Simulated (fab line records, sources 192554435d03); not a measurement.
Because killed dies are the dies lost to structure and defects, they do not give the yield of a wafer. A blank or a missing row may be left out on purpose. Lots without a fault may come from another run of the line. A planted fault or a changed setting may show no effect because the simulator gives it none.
A struck lot beside a sound one ; flow n5Finfet ; 20 out of 1938 route steps
Sound: wafers L827.1, L827.4, L827.6. Wafers struck: L831.2, L831.4, L831.5. The cause is named last.
Order at every step that has rows: each side's tool, ch and its chambers, its first start. Under that, the readings that differ: sound wafers ; struck wafers ; difference of the means ; sigmas: that difference in standard deviations of wafers without a fault.
alike: same words and numbers on both sides, and readings whose means sit less than 2 such deviations apart. not compared: any withheld reading, any reading some wafer has no value for, any bound like >300 that may hide the same value, and any number with overlapping values for which the record gives no deviation.
The two part at a step that has a row with sigmas, a row that says differs or no value, or rows on one side only. Numbers that have no deviation but don't overlap get no sigmas and don't part them. A reading that every wafer of one side lacks parts them only if that side has two wafers or more.

first, 1 step without rows for these wafers: N5_WELL_APT_HARDBAKE_12 (time 120 s).
N5_WELL_APT_CD_MEAS_08: target cd 200 nm.
  sound on cdSem-01 ch 0, day 1 19:41; struck on cdSem-03 ch 0, day 2 19:55
  alike: cdNm
N5_WELL_APT_OVL_MEAS_09:
  sound on overlay-02 ch 0, day 1 19:43; struck on overlay-01 ch 0, day 2 19:57
  alike: NWELL_OVL
N5_WELL_APT_INSPECT_10: inspects for defects (macro).
  sound on defectInspect-01 at day 1 19:44; struck on defectInspect-01 at day 2 19:58
  alike: rawDefectCount
N5_WELL_APT_DESCUM_13: chemistry O2, time 7.9 s.
  sound on rieDiel-06 ch 0,1,2, day 1 19:46; struck on rieDiel-05 ch 0,1,2, day 2 20:04
  alike: drypumpMotorCurrentA, o2FlowSccm, oesProductAu, rfVppV, showerheadPlenumPTorr, tempC, throttleValvePct
  not compared: rfHoursCounterH
then, 7 steps without rows for these wafers: N5_WELL_APT_IMPLANT_14; N5_WELL_APT_IMPLANT_15; N5_WELL_APT_STRIP_16 (strips in SPM, time 900 s); N5_WELL_APT_HMDS_18 (time 60 s); N5_WELL_APT_COAT_19 (resist thk 950 nm); N5_WELL_APT_EBR_21; N5_WELL_APT_SOFTBAKE_20 (time 60 s).
N5_WELL_APT_EXPOSE_22: exposes mask PWELL, defocus 0 nm, target cd 200 nm.
  sound on krfScanner-02 ch 0, day 1 20:46; struck on krfScanner-02 ch 0, day 2 20:55
reading;sound;struck;difference;sigmas
model.WELL_APT.overlayXNm (nm);-4.056 -4.056 -4.056;47.8 47.8 47.8;+51.9;
  alike: mask
then, 3 steps without rows for these wafers: N5_WELL_APT_PEB_23 (peb time 90 s); N5_WELL_APT_DEVELOP_24 (develop time 45 s); N5_WELL_APT_HARDBAKE_29 (time 120 s).
N5_WELL_APT_CD_MEAS_25: target cd 200 nm.
  sound on cdSem-03 ch 0, day 1 20:56; struck on cdSem-03 ch 0, day 2 21:05
  alike: cdNm
N5_WELL_APT_OVL_MEAS_26:
  sound on overlay-02 ch 0, day 1 20:58; struck on overlay-01 ch 0, day 2 21:07
reading;sound;struck;difference;sigmas
PWELL_OVL (nm);-16 -17 -4;38 40 36;+50;+8
N5_WELL_APT_INSPECT_27: inspects for defects (macro).
  sound on defectInspect-02 at day 1 20:59; struck on defectInspect-01 at day 2 21:08
  alike: rawDefectCount
N5_PASSIVATION_PROBE_49:
  the record holds rows for the sound wafers here (prober-01, day 14 00:14) but none for the struck ones

== WHERE THEY PART ==
At N5_WELL_APT_OVL_MEAS_26 first; at N5_PASSIVATION_PROBE_49 last (within this record only).

WHY: whatever the simulator had introduced
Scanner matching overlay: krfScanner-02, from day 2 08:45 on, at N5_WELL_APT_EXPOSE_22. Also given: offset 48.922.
